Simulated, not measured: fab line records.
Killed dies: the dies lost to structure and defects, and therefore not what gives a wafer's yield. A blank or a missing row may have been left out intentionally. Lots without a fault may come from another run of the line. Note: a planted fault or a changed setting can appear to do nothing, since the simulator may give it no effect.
Problem report, 8D (eight disciplines) form, completed by code    flow n5Finfet    the parts of the form that need people (team, actions taken, sign-off) are left out

1. PROBLEM STATEMENT
Wafers without a fault read 5.3 % with a standard deviation of 0.88, while sort_bin_5_function at N5_PASSIVATION_PROBE_49 averages 64.5 % across 2 wafers of 1 lot. That puts it +67 standard deviations away from the usual mean.
The first sign was on wafer L492.1 at day 13 05:10, on prober-02. At this step, 15 wafers from 5 lots have a number in the record. The rule behind "out" and "out of limits": a value lying over 4 standard deviations away from the usual mean. The rest of the wafers with a number are treated as sound.

2. WHAT IT IS; WHAT IT IS NOT
question                     is                                                                                                           is not
which readings at this step  sort_bin_5_function, defectLimitedYield, killedAtFrontEnd, killedDies, killedOnRim, sortNPass, sortYieldPct  killed_at_M4_up, killedAtContacts, killedAtOther, killedOpen, killedShort, sort_bin_4_leakage, sort_bin_8_speed
which lots                   L492                                                                                                         L491, L494, L506, L507
which wafers of those lots   L492.1, L492.4                                                                                               L492.2
read on which tools          prober-02                                                                                                    prober-01
when                         from day 13 05:10                                                                                            up to then (3 sound wafers); but 10 sound wafers of L492, L494, L506, L507 came after

3. SUSPECTS, AND WHAT RULES EACH OUT
Counting: any tool at a process step up to the reading remains a suspect provided it ran every lot that is out. Sound lots after the first of them don't rule it out here, since some wafers of a struck lot are sound.
- rieDiel-02 at N5_FIN_CUT_ETCH_21 (etches SOC in N2/H2, target depth 219 nm, overetch 43.8 nm, time 523.5 s): kept. L492, the lot that is out, went through it at day 3 04:05; up to then, the latest sound lot through it was L491 at day 2 21:10.
- pvdSputter-01 at N5_PASSIVATION_DEGAS_18 (time 60 s): kept. L492, the lot that is out, went through it at day 12 23:31; up to then, the latest sound lot through it was L491 at day 12 22:40.
- pecvd-03 at N5_PASSIVATION_PECVD_35 (deposits SiNx from SiH4/NH3/N2, target thk 700 nm, time 151.3 s): kept. It ran the lot that is out, L492 (day 13 01:29).
- prober-02 at N5_PASSIVATION_PROBE_49: kept. It ran the lot that is out, L492 (day 13 05:10). Out on those wafers are its own readings of defectLimitedYield, killedAtFrontEnd, killedDies, killedOnRim, sort_bin_5_function, sortNPass, sortYieldPct.
- The sound lot-mates ran in chamber 2 of rieDiel-02 at N5_FIN_CUT_ETCH_21, but the wafers that are out ran in chamber 0.
Left after counting: rieDiel-02 at N5_FIN_CUT_ETCH_21, pvdSputter-01 at N5_PASSIVATION_DEGAS_18, pecvd-03 at N5_PASSIVATION_PECVD_35, prober-02 at N5_PASSIVATION_PROBE_49.

4. THE CAUSE (what the simulator had put in)
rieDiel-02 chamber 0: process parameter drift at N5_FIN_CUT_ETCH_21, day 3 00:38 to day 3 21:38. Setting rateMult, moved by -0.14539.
Of the 4 suspects that counting leaves, this tool is one.

5. THE EFFECT CHAIN, in route order
Each row: a reading whose mean over the struck wafers that have a number lies more than 3 standard deviations from the usual. Scope: only readings with a usual standard deviation given in the record; hours: median across lots of the time from each lot's start at the first step in this table that gives one to its start at this step; sigmas: change in usual standard deviations.
hours  step                     reading              usual   on struck wafers  change  sigmas
0      N5_PASSIVATION_PROBE_49  defectLimitedYield   91.0 %  32.3              -58.7   -45
0      N5_PASSIVATION_PROBE_49  killedAtFrontEnd     43      732               +688    +63
0      N5_PASSIVATION_PROBE_49  killedDies           106     798               +692    +46
0      N5_PASSIVATION_PROBE_49  killedOnRim          14      122               +108    +28
0      N5_PASSIVATION_PROBE_49  sort_bin_5_function  5.3 %   64.5              +59.2   +67
0      N5_PASSIVATION_PROBE_49  sortNPass            1074    382               -692    -46
0      N5_PASSIVATION_PROBE_49  sortYieldPct         91.0 %  32.3              -58.7   -45
Process steps it contains:
- N5_PASSIVATION_PROBE_49

6. WHAT WOULD HAVE CAUGHT IT SOONER
245 hours passed between the start of the fault at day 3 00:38 and the first reading out of limits in this record, taken at day 13 05:10.
Of the tool readings at N5_FIN_CUT_ETCH_21 for which the record gives a usual standard deviation, none was out on any struck wafer, so an alarm limit of 4 standard deviations on them would not have fired.
The start of N5_FIN_CUT_ETCH_21 on rieDiel-02 came by day 13 05:10 for every one of the lots that are out (1). Tool hold at that time: it would have spared none of them.
